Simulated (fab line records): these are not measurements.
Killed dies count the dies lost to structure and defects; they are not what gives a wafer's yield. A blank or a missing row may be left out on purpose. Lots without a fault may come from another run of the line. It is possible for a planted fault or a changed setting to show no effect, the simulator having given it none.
fab line records + flow n5Finfet
record:
- lots: 4
- wafers: 11
- lastDay: 19
route steps=1938 shown BEOL_M1@782 BEOL_M4@1111 PASSIVATION@1936
lots that met no fault: taken from a fault-free run of the same line
startH: start of the lot's first displayed wafer, in hours after the record's first day + waitH: hours from the lot's prior step to this one + " unchanged from the row above + L1.1+2: one row covering several wafers at once + - either no value or no given start + * or withheld: withheld + < > ~ a bound
route shown NAME@n: a module of which the file shows steps, and the number in the route of the first + usual: mean and standard deviation over wafers with no fault + same: alike in all rows + chamber/n: place in a boat + sites: each site's reading + _std_site: standard deviation of those values + _edge_site: the outer-site mean with the inner-site mean subtracted + radiusMm: for every site, how far away it sits from the centre of the wafer + mask NAME#n: copy n + behind: the last tool/chamber to shape the wafer + hold: what put the lot on hold/how long, in hours/how the hold closed + device: whichever transistor did not switch (one of n, p or np) + end of line: tests run on the same wafers once the route is complete + where a step has no rows: the recipe by itself + killed: count of dies lost to structure and defects at first sort (not the wafer's yield) + map: a wafer's dies, x killed, . not, _ none there
set.NAME: the run value of the setting; set.NAME@STEP: its run value at that earlier step + model.NAME: the simulator's own value behind a step, which no gauge read
lots seen at some steps along the route; tables by step, rows by wafer
services: a tool's chamber out of use, with start hour (startH, from the record's first day; less than 0 if before it), hours out, and reason
== steps ==
step: N5_BEOL_M1_SOFTBAKE_23
recipe:
- tempC: 110
- timeS: 60
- resist: CAR-EUV
step: N5_BEOL_M1_EXPOSE_25
recipe:
- maskId: V0
- na: 0.33
- sourceShape: quasar
- sigmaInner: 0.2
- sigmaOuter: 0.8
- polarization: unpolarized
- defocusNm: 5
- targetCdNm: 24
- doseMj: 63
step: N5_BEOL_M1_PEB_26
recipe:
- pebTempC: 100
- pebTimeS: 60
- resist: CAR-EUV
step: N5_BEOL_M1_DEVELOP_27
recipe:
- developTimeS: 30
- developer: TMAH
- resist: CAR-EUV
- rinseLiquid: surfactantRinse
- dry: airSpin
- devTempC: 23
step: N5_BEOL_M1_DESCUM_33
recipe:
- chemistry: O2
- timeS: 7
- sourcePowerW: 50
- biasPowerW: 20
- pressureMtorr: 20
- rfFrequencyHz: 2.712e+07
- tempC: 40
- resist: CAR-EUV
- o2FlowSccm: 225
step: N5_BEOL_M1_ETCH_77
recipe:
- chemistry: N2/H2
- target: underlayer
- targetDepthA: 65
- maskMaterial: CAR-EUV
- timeS: 5.2
- ionEnergyEv: 200
- pressureMtorr: 30
- sourceW: 840
- biasW: 150
- n2FlowSccm: 200
- h2FlowSccm: 200
- ends: cleared
step: N5_BEOL_M1_ETCH_69
recipe:
- chemistry: CF4
- target: SiARC
- targetDepthA: 156
- maskMaterial: CAR-EUV
- timeS: 26
- ionEnergyEv: 80
- pressureMtorr: 40
- sourceW: 545
- biasW: 36
- Ar_flow_sccm: 100
- cf4FlowSccm: 100
- ends: cleared
step: N5_BEOL_M1_ALD_98
recipe:
- material: SiO2
- targetThkA: 25
- tempC: 100
- aldPrecursorFamily: BDEAS
- aldCoReactant: O2-plasma
- pulseTimeS: 1
- coReactantPulseTimeS: 1
- purgeTimeS: 2
- coReactantPurgeTimeS: 2
- aldCycles: 17
- pressureTorr: 2
step: N5_BEOL_M1_ETCHBACK_99
recipe:
- chemistry: CHF3
- target: SiO2
- targetDepthA: 50
- timeS: 10.4
- sourceW: 215
- biasW: 47
- Ar_flow_sccm: 200
- CHF3_flow_sccm: 12
- ionEnergyEv: 100
- pressureMtorr: 30
step: N5_BEOL_M1_ETCH_70
recipe:
- chemistry: N2/H2
- target: SOC
- targetDepthA: 800
- overetchA: 160
- maskMaterial: SiARC
- tempC: 40
- timeS: 120
- ionEnergyEv: 200
- pressureMtorr: 30
- sourceW: 840
- biasW: 150
- n2FlowSccm: 200
- h2FlowSccm: 200
usual:
- biasW: 150.0/0.42
- chamberPressureMTorr: 30.002/0.028
- drypumpMotorCurrentA: 5.78/0.21
- oesProductAu: 0.62/0.06
- rfVppV: 524.1/2.1
- showerheadPlenumPTorr: 2.55/0.072
- throttleValvePct: 17.7/0.37
| lot.wafer | tool       | chamber | startH | waitH | biasW | chamberPressureMTorr | drypumpMotorCurrentA | oesProductAu | rfHoursCounterH | rfVppV | showerheadPlenumPTorr | throttleValvePct | model.CAR-EUV_of_BEOL_M1_COAT_22.thkNm | model.SiARC_of_BEOL_M1_COAT_68.thkNm | model.underlayer_of_BEOL_M1_COAT_76.thkNm |
|-----------|------------|---------|--------|-------|-------|----------------------|----------------------|--------------|-----------------|--------|-----------------------|------------------|----------------------------------------|--------------------------------------|-------------------------------------------|
| L283.1    | rieDiel-01 | 1       | 134.39 | 0.0   | 150.3 | 29.941               | 6.12                 | 0.66         | 51              | 524.3  | 2.60                  | 17.9             | 0                                      | 6.2                                  | 0                                         |
| L283.2    | "          | 3       | "      | "     | 149.4 | 30.010               | 5.85                 | 0.53         | 251             | 525.4  | 2.58                  | 17.6             | 0                                      | 6.4                                  | 0                                         |
| L283.5    | "          | 1       | "      | "     | 150.0 | 29.982               | 6.12                 | 0.66         | -               | 525.3  | 2.60                  | 17.9             | 0                                      | 6.2                                  | 0                                         |
| L295.1    | rieDiel-05 | 2       | 215.96 | 0.0   | -     | -                    | -                    | -            | -               | -      | -                     | -                | 10.6                                   | 12                                   | 5                                         |
| L295.2    | "          | 0       | "      | "     | -     | -                    | -                    | -            | -               | -      | -                     | -                | 10.4                                   | 12                                   | 5                                         |
| L295.3    | "          | 3       | "      | "     | -     | -                    | -                    | -            | -               | -      | -                     | -                | 10.4                                   | 12                                   | 5                                         |
| L297.2    | rieDiel-01 | 0       | 227.03 | 0.0   | -     | -                    | -                    | -            | -               | -      | -                     | -                | 10.4                                   | 12                                   | 5                                         |
| L297.4    | "          | 3       | "      | "     | -     | -                    | -                    | -            | -               | -      | -                     | -                | 10.4                                   | 12                                   | 5                                         |
| L297.6    | "          | 0       | "      | "     | -     | -                    | -                    | -            | -               | -      | -                     | -                | 10.4                                   | 12                                   | 5                                         |
| L305.2    | rieDiel-05 | 0       | 274.46 | 0.0   | 149.7 | 29.963               | 5.78                 | 0.55         | 212             | 523.1  | 2.50                  | 17.9             | 0                                      | 6.6                                  | 0                                         |
| L305.6    | "          | 3       | "      | "     | 150.1 | 30.014               | 5.76                 | 0.61         | -               | 521.2  | 2.46                  | 17.5             | 0                                      | 6                                    | 0                                         |
step: N5_BEOL_M1_STRIP_71
recipe:
- chemistry: N2/H2
- tempC: 40
- n2FlowSccm: 200
- h2FlowSccm: 200
- rfFrequencyHz: 6e+07
step: N5_BEOL_M1_STRIP_78
recipe:
- chemistry: N2/H2
- tempC: 40
- n2FlowSccm: 200
- h2FlowSccm: 200
- rfFrequencyHz: 6e+07
step: N5_BEOL_M1_VIA_ETCH_34
recipe:
- chemistry: C4F6/O2
- targetDepthA: 678
- maskMaterial: SOC
- pressureMtorr: 15
- ionEnergyEv: 250
- taperDeg: 4
- timeS: 64.4
- sourceW: 350
- biasW: 170
- Ar_flow_sccm: 300
- C4F6_flow_sccm: 10
- O2_flow_sccm: 10
usual:
- C4F6_flow_sccm: 10.00/0.031
- O2_flow_sccm: 10.01/0.031
- drypumpMotorCurrentA: 5.77/0.21
- oesProductAu: 0.80/0.083
- rfVppV: 660/12
- showerheadPlenumPTorr: 2.86/0.076
- throttleValvePct: 30.7/0.33
| lot.wafer | tool       | chamber | startH | waitH | C4F6_flow_sccm | O2_flow_sccm | drypumpMotorCurrentA | oesProductAu | rfHoursCounterH | rfVppV | showerheadPlenumPTorr | throttleValvePct |
|-----------|------------|---------|--------|-------|----------------|--------------|----------------------|--------------|-----------------|--------|-----------------------|------------------|
| L283.1    | rieDiel-01 | 1       | 134.50 | 0.0   | 10.01          | 10.09        | 6.10                 | 0.86         | 51              | 679    | 2.91                  | 30.9             |
| L283.2    | "          | 3       | "      | "     | 10.03          | 9.91         | 5.87                 | 0.69         | 251             | 642    | 2.92                  | 30.5             |
| L283.5    | "          | 1       | "      | "     | 10.05          | 10.02        | 6.15                 | 0.85         | -               | 680    | 2.91                  | 30.9             |
| L295.1    | rieDiel-05 | 2       | 216.07 | 0.0   | 9.97           | 10.04        | 5.65                 | 0.26         | 241             | 648    | 2.79                  | 31.0             |
| L295.2    | "          | 0       | "      | "     | 10.04          | 10.05        | 5.78                 | 0.27         | 196             | 652    | 2.80                  | 30.4             |
| L295.3    | "          | 3       | "      | "     | 9.99           | 10.03        | 5.76                 | 0.31         | 96              | 668    | 2.75                  | 30.3             |
| L297.2    | rieDiel-01 | 0       | 227.13 | 0.0   | 9.99           | 9.96         | 5.67                 | 0.31         | 82              | 660    | 2.78                  | 30.1             |
| L297.4    | "          | 3       | "      | "     | 10.00          | 10.00        | 5.84                 | 0.35         | -               | 642    | 2.91                  | 30.4             |
| L297.6    | "          | 0       | "      | "     | 10.03          | 9.96         | 5.62                 | 0.31         | -               | 660    | 2.77                  | 30.1             |
| L305.2    | rieDiel-05 | 0       | 274.56 | 0.0   | 10.02          | 9.95         | 5.78                 | 0.71         | 212             | 652    | 2.80                  | 30.5             |
| L305.6    | "          | 3       | "      | "     | 10.02          | 10.00        | 5.76                 | 0.81         | -               | 667    | 2.75                  | 30.4             |
step: N5_BEOL_M1_STRIP_83
recipe:
- chemistry: C4F6/O2
- resist: SiARC
- rfFrequencyHz: 6e+07
step: N5_BEOL_M4_RC_MEAS_101
usual:
- DIBL_N: 36.4/2.2
- DIBL_P: 36.3/2.5
- IOFF_N: 0.17/0.052
- IOFF_P: 0.23/0.049
- ION_N: 674/17
- ION_P: 464/11
- SS_N: 71.7/0.98
- SS_P: 73.3/0.84
- VT_N: 250/4
- VT_P: -249/3.8
| lot.wafer | tool      | chamber | startH | waitH | DIBL_N[mV/V] | DIBL_P[mV/V] | IOFF_N[nA/um] | IOFF_P[nA/um] | ION_N[uA/um] | ION_P[uA/um] | SS_N[mV/dec] | SS_P[mV/dec] | VT_N[mV] | VT_P[mV] |
|-----------|-----------|---------|--------|-------|--------------|--------------|---------------|---------------|--------------|--------------|--------------|--------------|----------|----------|
| L283.1    | prober-01 | 0       | 186.10 | 0.0   | 34.2         | 33.0         | 0.12          | 0.17          | 667          | 458          | 70.8         | 72.6         | 252      | -253     |
| L283.2    | "         | 0       | "      | "     | 35.8         | 34.4         | 0.12          | 0.18          | 659          | 454          | 72.0         | 73.1         | 254      | -254     |
| L283.5    | "         | 0       | "      | "     | 35.7         | 33.2         | 0.12          | 0.16          | 634          | 439          | 71.7         | 71.6         | 255      | -254     |
| L305.2    | prober-01 | 0       | 349.62 | 0.9   | 37.3         | 37.8         | 0.17          | 0.24          | 683          | 472          | 71.9         | 73.3         | 250      | -249     |
| L305.6    | "         | 0       | "      | "     | 33.2         | 32.8         | 0.11          | 0.17          | 648          | 457          | 71.4         | 71.8         | 254      | -253     |
step: N5_PASSIVATION_PROBE_49
usual:
- defectLimitedYield: 91.2/1.4
- killed_at_M0_to_M3: 34/9.3
- killed_at_M4_up: 14/5.9
- killedAtContacts: 14/5.7
- killedAtFrontEnd: 38/10
- killedAtOther: 4/3.2
- killedDies: 104/17
- killedOnRim: 14/4
- killedOpen: 67/13
- killedShort: 33/6.9
- sort_bin_5_function: 5.2/1
- sort_bin_6_memory: 3.3/0.61
- sort_bin_8_speed: 0.3/1.8
- sortNPass: 1069/52
- sortYieldPct: 91/4.4
same:
- grossDies: 1180
- killedAtBackSide: 0
- sort_bin_4_leakage[%]: 0
| lot.wafer | tool      | chamber | startH | waitH | defectLimitedYield[%] | killed_at_M0_to_M3 | killed_at_M4_up | killedAtContacts | killedAtFrontEnd | killedAtOther | killedDies | killedOnRim | killedOpen | killedShort | sort_bin_5_function[%] | sort_bin_6_memory[%] | sort_bin_8_speed[%] | sortNPass | sortYieldPct[%] |
|-----------|-----------|---------|--------|-------|-----------------------|--------------------|-----------------|------------------|------------------|---------------|------------|-------------|------------|-------------|------------------------|----------------------|---------------------|-----------|-----------------|
| L295.1    | prober-02 | -       | 398.61 | 0.0   | 0                     | 1119               | 17              | 10               | 31               | 3             | 1180       | 152         | 63         | 18          | 97.1                   | 2.8                  | 0                   | 0         | 0               |
| L295.2    | prober-02 | -       | 398.66 | 0.1   | 0                     | 1123               | 8               | 8                | 34               | 7             | 1180       | 152         | 45         | 33          | 97.2                   | 2.4                  | 0                   | 0         | 0               |
| L295.3    | prober-02 | -       | 398.71 | 0.1   | 0                     | 1125               | 11              | 2                | 36               | 6             | 1180       | 152         | 46         | 36          | 96.7                   | 3.1                  | 0                   | 0         | 0               |
| L297.2    | prober-02 | -       | 416.78 | 0.1   | 0                     | 1118               | 5               | 23               | 29               | 5             | 1180       | 152         | 56         | 45          | 96.1                   | 3.5                  | 0                   | 0         | 0               |
| L297.4    | prober-02 | -       | 416.88 | 0.2   | 0                     | 1132               | 10              | 12               | 23               | 3             | 1180       | 152         | 66         | 29          | 97.5                   | 2.4                  | 0                   | 0         | 0               |
| L297.6    | prober-02 | -       | 416.98 | 0.3   | 0                     | 1116               | 5               | 26               | 27               | 6             | 1180       | 152         | 62         | 20          | 98.3                   | 1.5                  | 0                   | 0         | 0               |
killed by level:class
L295.1 BEOL_M1:areaEtch=1097 MOL_CONTACT_COAG:geometricParticle:open=9 BEOL_M2:geometricParticle:open=7 BEOL_M4:geometricParticle:open=7 STI_FIN_REVEAL:geometricParticle:open=6 BEOL_M1:geometricParticle:open=6 FIN_SAQP:geometricParticle:open=5 STARTING-WAFER:geometricParticle:short=4
L295.2 BEOL_M1:areaEtch=1102 FIN_SAQP:geometricParticle:short=7 STI_FIN_REVEAL:geometricParticle:open=5 BEOL_M3:geometricParticle:open=5 MOL_CONTACT_COAG:geometricParticle:short=4 MOL_CONTACT_COAG:geometricParticle:open=4 PAD_METAL:geometricParticle:open=4 FIN_SAQP:geometricParticle:open=3
L295.3 BEOL_M1:areaEtch=1094 STI_FIN_REVEAL:geometricParticle:open=8 GATE_CUT:geometricParticle:short=8 BEOL_M1:geometricParticle:open=8 BEOL_M4:geometricParticle:open=7 BEOL_M1:geometricParticle:short=6 BEOL_M3:geometricParticle:open=6 BEOL_M0_SAQP:geometricParticle:short=5
L297.2 BEOL_M1:areaEtch=1064 BEOL_M1:geometricParticle:open=20 MOL_CONTACT_COAG:areaEtch=15 GATE_CUT:geometricParticle:short=8 BEOL_M0_SAQP:geometricParticle:short=8 BEOL_M2:geometricParticle:open=6 MOL_CONTACT_COAG:geometricParticle:open=5 BEOL_M3:geometricParticle:open=5
L297.4 BEOL_M1:areaEtch=1084 BEOL_M2:geometricParticle:open=12 MOL_CONTACT_COAG:geometricParticle:open=11 BEOL_M0_SAQP:geometricParticle:short=9 STI_FIN_REVEAL:geometricParticle:open=8 BEOL_M3:geometricParticle:open=8 BEOL_M0_SAQP:geometricParticle:open=7 BEOL_M1:geometricParticle:open=5
L297.6 BEOL_M1:areaEtch=1076 MOL_CONTACT_COAG:areaEtch=20 BEOL_M0_SAQP:geometricParticle:open=12 BEOL_M1:geometricParticle:open=10 FIN_SAQP:geometricParticle:open=7 BEOL_M0_SAQP:geometricParticle:short=7 MOL_CONTACT_COAG:geometricParticle:open=6 DUMMY_GATE:geometricParticle:open=5
map L295.1 (x killed, . not)
_________________xxxxxxxxxxxx________________
______________xxxxxxxxxxxxxxxxxx_____________
___________xxxxxxxxxxxxxxxxxxxxxxxx__________
__________xxxxxxxxxxxxxxxxxxxxxxxxxx_________
________xxxxxxxxxxxxxxxxxxxxxxxxxxxxxx_______
_______xxxxxxxxxxxxxxxxxxxxxxxxxxxxxxxx______
______xxxxxxxxxxxxxxxxxxxxxxxxxxxxxxxxxx_____
_____xxxxxxxxxxxxxxxxxxxxxxxxxxxxxxxxxxxx____
____xxxxxxxxxxxxxxxxxxxxxxxxxxxxxxxxxxxxxx___
___xxxxxxxxxxxxxxxxxxxxxxxxxxxxxxxxxxxxxxxx__
___xxxxxxxxxxxxxxxxxxxxxxxxxxxxxxxxxxxxxxxx__
__xxxxxxxxxxxxxxxxxxxxxxxxxxxxxxxxxxxxxxxxxx_
__xxxxxxxxxxxxxxxxxxxxxxxxxxxxxxxxxxxxxxxxxx_
_xxxxxxxxxxxxxxxxxxxxxxxxxxxxxxxxxxxxxxxxxxxx
_xxxxxxxxxxxxxxxxxxxxxxxxxxxxxxxxxxxxxxxxxxxx
_xxxxxxxxxxxxxxxxxxxxxxxxxxxxxxxxxxxxxxxxxxxx
_xxxxxxxxxxxxxxxxxxxxxxxxxxxxxxxxxxxxxxxxxxxx
_xxxxxxxxxxxxxxxxxxxxxxxxxxxxxxxxxxxxxxxxxxxx
_xxxxxxxxxxxxxxxxxxxxxxxxxxxxxxxxxxxxxxxxxxxx
_xxxxxxxxxxxxxxxxxxxxxxxxxxxxxxxxxxxxxxxxxxxx
_xxxxxxxxxxxxxxxxxxxxxxxxxxxxxxxxxxxxxxxxxxxx
__xxxxxxxxxxxxxxxxxxxxxxxxxxxxxxxxxxxxxxxxxx_
__xxxxxxxxxxxxxxxxxxxxxxxxxxxxxxxxxxxxxxxxxx_
___xxxxxxxxxxxxxxxxxxxxxxxxxxxxxxxxxxxxxxxx__
___xxxxxxxxxxxxxxxxxxxxxxxxxxxxxxxxxxxxxxxx__
____xxxxxxxxxxxxxxxxxxxxxxxxxxxxxxxxxxxxxx___
_____xxxxxxxxxxxxxxxxxxxxxxxxxxxxxxxxxxxx____
______xxxxxxxxxxxxxxxxxxxxxxxxxxxxxxxxxx_____
_______xxxxxxxxxxxxxxxxxxxxxxxxxxxxxxxx______
________xxxxxxxxxxxxxxxxxxxxxxxxxxxxxx_______
__________xxxxxxxxxxxxxxxxxxxxxxxxxx_________
___________xxxxxxxxxxxxxxxxxxxxxxxx__________
______________xxxxxxxxxxxxxxxxxx_____________
_________________xxxxxxxxxxxx________________
map L297.2 (x killed, . not)
_________________xxxxxxxxxxxx________________
______________xxxxxxxxxxxxxxxxxx_____________
___________xxxxxxxxxxxxxxxxxxxxxxxx__________
__________xxxxxxxxxxxxxxxxxxxxxxxxxx_________
________xxxxxxxxxxxxxxxxxxxxxxxxxxxxxx_______
_______xxxxxxxxxxxxxxxxxxxxxxxxxxxxxxxx______
______xxxxxxxxxxxxxxxxxxxxxxxxxxxxxxxxxx_____
_____xxxxxxxxxxxxxxxxxxxxxxxxxxxxxxxxxxxx____
____xxxxxxxxxxxxxxxxxxxxxxxxxxxxxxxxxxxxxx___
___xxxxxxxxxxxxxxxxxxxxxxxxxxxxxxxxxxxxxxxx__
___xxxxxxxxxxxxxxxxxxxxxxxxxxxxxxxxxxxxxxxx__
__xxxxxxxxxxxxxxxxxxxxxxxxxxxxxxxxxxxxxxxxxx_
__xxxxxxxxxxxxxxxxxxxxxxxxxxxxxxxxxxxxxxxxxx_
_xxxxxxxxxxxxxxxxxxxxxxxxxxxxxxxxxxxxxxxxxxxx
_xxxxxxxxxxxxxxxxxxxxxxxxxxxxxxxxxxxxxxxxxxxx
_xxxxxxxxxxxxxxxxxxxxxxxxxxxxxxxxxxxxxxxxxxxx
_xxxxxxxxxxxxxxxxxxxxxxxxxxxxxxxxxxxxxxxxxxxx
_xxxxxxxxxxxxxxxxxxxxxxxxxxxxxxxxxxxxxxxxxxxx
_xxxxxxxxxxxxxxxxxxxxxxxxxxxxxxxxxxxxxxxxxxxx
_xxxxxxxxxxxxxxxxxxxxxxxxxxxxxxxxxxxxxxxxxxxx
_xxxxxxxxxxxxxxxxxxxxxxxxxxxxxxxxxxxxxxxxxxxx
__xxxxxxxxxxxxxxxxxxxxxxxxxxxxxxxxxxxxxxxxxx_
__xxxxxxxxxxxxxxxxxxxxxxxxxxxxxxxxxxxxxxxxxx_
___xxxxxxxxxxxxxxxxxxxxxxxxxxxxxxxxxxxxxxxx__
___xxxxxxxxxxxxxxxxxxxxxxxxxxxxxxxxxxxxxxxx__
____xxxxxxxxxxxxxxxxxxxxxxxxxxxxxxxxxxxxxx___
_____xxxxxxxxxxxxxxxxxxxxxxxxxxxxxxxxxxxx____
______xxxxxxxxxxxxxxxxxxxxxxxxxxxxxxxxxx_____
_______xxxxxxxxxxxxxxxxxxxxxxxxxxxxxxxx______
________xxxxxxxxxxxxxxxxxxxxxxxxxxxxxx_______
__________xxxxxxxxxxxxxxxxxxxxxxxxxx_________
___________xxxxxxxxxxxxxxxxxxxxxxxx__________
______________xxxxxxxxxxxxxxxxxx_____________
_________________xxxxxxxxxxxx________________
== services ==
| tool       | chamber | startH | hours | kind                        |
|------------|---------|--------|-------|-----------------------------|
| rieDiel-01 | 2       | 137.63 | 13.2  | repair                      |
| rieDiel-01 | 3       | 145.39 | 3.7   | repair                      |
| rieDiel-01 | 3       | 150.88 | -     | clean                       |
| rieDiel-01 | 3       | 150.88 | -     | consumableReplace:focusRing |
| rieDiel-01 | 3       | 150.88 | 19.4  | scheduledDown               |
| rieDiel-01 | 3       | 150.88 | 19.4  | ventCycle                   |
| rieDiel-05 | 3       | 162.96 | 6.1   | repair                      |
| rieDiel-05 | 2       | 176.92 | 13.9  | repair                      |
| rieDiel-01 | 3       | 191.61 | 6.5   | repair                      |
| rieDiel-01 | 1       | 226.27 | 14.9  | repair                      |
| rieDiel-01 | 3       | 231.16 | 2.1   | repair                      |
| rieDiel-01 | 1       | 243.55 | 4.0   | repair                      |
| rieDiel-05 | 2       | 245.07 | -     | clean                       |
| rieDiel-05 | 2       | 245.07 | -     | consumableReplace:focusRing |
| rieDiel-05 | 2       | 245.07 | 17.8  | scheduledDown               |
| rieDiel-05 | 2       | 245.07 | 17.8  | ventCycle                   |
== key ==
firstSign:
- step: N5_BEOL_M1_ETCH_70
- reading: toolRecord
- direction: missing
effect:
- step: N5_BEOL_M1_VIA_ETCH_34
- reading: oesProductAu
- direction: down
- sigmas: 6
- usual: 0.80
- struck: 0.30
effect:
- step: N5_PASSIVATION_PROBE_49
- reading: killed_at_M0_to_M3
- direction: up
- sigmas: 99+
- usual: 34
- struck: 1122
modelEffect:
- step: N5_BEOL_M1_ETCH_70
- value: CAR-EUV_of_BEOL_M1_COAT_22.thkNm
- without: 0
- struck: 10.43
moreKillsBornAt:
- N5_BEOL_M1_ETCH_70@rieDiel-05: 3293
- N5_BEOL_M1_ETCH_70@rieDiel-01: 3224
metAt N5_BEOL_M1_ETCH_70
struckWafers L295.1,L295.2,L295.3,L297.2,L297.4,L297.6
laterRowsLeftOut L295.1,L295.2,L295.3,L297.2,L297.4,L297.6
baselineLoss:
- step: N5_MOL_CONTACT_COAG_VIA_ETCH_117
- wafers: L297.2
onsetBetween 134.39 215.96
fault:
- kind: skippedStepWhole
- tool: rieDiel-01,rieDiel-05
- chamber: -
- onsetH: 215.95
- steps: N5_BEOL_M1_ETCH_70
- scope: struckLotsOnly
laterRowsLeftOut: the simulator's readings of these wafers behind a module that went badly wrong aren't trusted and aren't shown, but for the sort
baselineLoss: these wafers lose ten dies or more at that step, a loss of the line's own and not of a fault; the sort's usual values leave them out
